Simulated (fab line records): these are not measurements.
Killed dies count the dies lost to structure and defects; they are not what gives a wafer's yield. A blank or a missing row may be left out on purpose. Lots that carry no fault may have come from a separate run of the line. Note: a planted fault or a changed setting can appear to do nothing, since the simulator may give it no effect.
Chamber matching + flow n5_finfet + rie_diel-06 running N5_FIN_CUT_DESCUM_13: 4 sister chambers
The step chemistry O2, time 7 s. 4 wafers are shown with their chamber, then 8 later ones without.

## EACH WAFER AND ITS CHAMBER
| wafer  | chamber | drypump_motor_current_A (A) |
|--------|---------|-----------------------------|
| L081.3 | 0       | 5.46                        |
| L086.4 | 1       | 5.97                        |
| L086.5 | 2       | 5.94                        |
| L095.2 | 3       | 5.06                        |

## WAFERS WITHOUT THEIR CHAMBER
| wafer  | drypump_motor_current_A (A) |
|--------|-----------------------------|
| L095.5 | 5.08                        |
| L095.6 | 5.99                        |
| L096.1 | 5.06                        |
| L096.2 | 5.94                        |
| L096.3 | 5.45                        |
| L097.2 | 5.95                        |
| L097.4 | 5.47                        |
| L097.6 | 5.04                        |

## WHICH CHAMBER EACH ONE RAN IN
| wafer  | from the rows above     | in truth |
|--------|-------------------------|----------|
| L095.5 | 3                       | 3        |
| L095.6 | 1                       | 1        |
| L096.1 | 3                       | 3        |
| L096.2 | 2                       | 2        |
| L096.3 | 0                       | 0        |
| L097.2 | can't be placed: 2 or 1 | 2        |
| L097.4 | 0                       | 0        |
| L097.6 | 3                       | 3        |
Placed correctly: 7 of 8. Not placeable from these rows: 1 (in 1, the candidates include the true chamber). Placed wrongly: 0.
How it was worked out, from the rows above alone: a wafer's distance from a chamber is the root of the sum, over the readings, of the square of ((its reading less the chamber's mean) divided by the reading's scatter). If the next closest chamber is less than 2 further off than the closest, the wafer can't be placed; otherwise it belongs to the closest. Each chamber's mean is taken over the wafers shown for it. The scatter: root of mean squared gap, hidden wafer to nearest shown wafer, with one shown wafer a chamber.
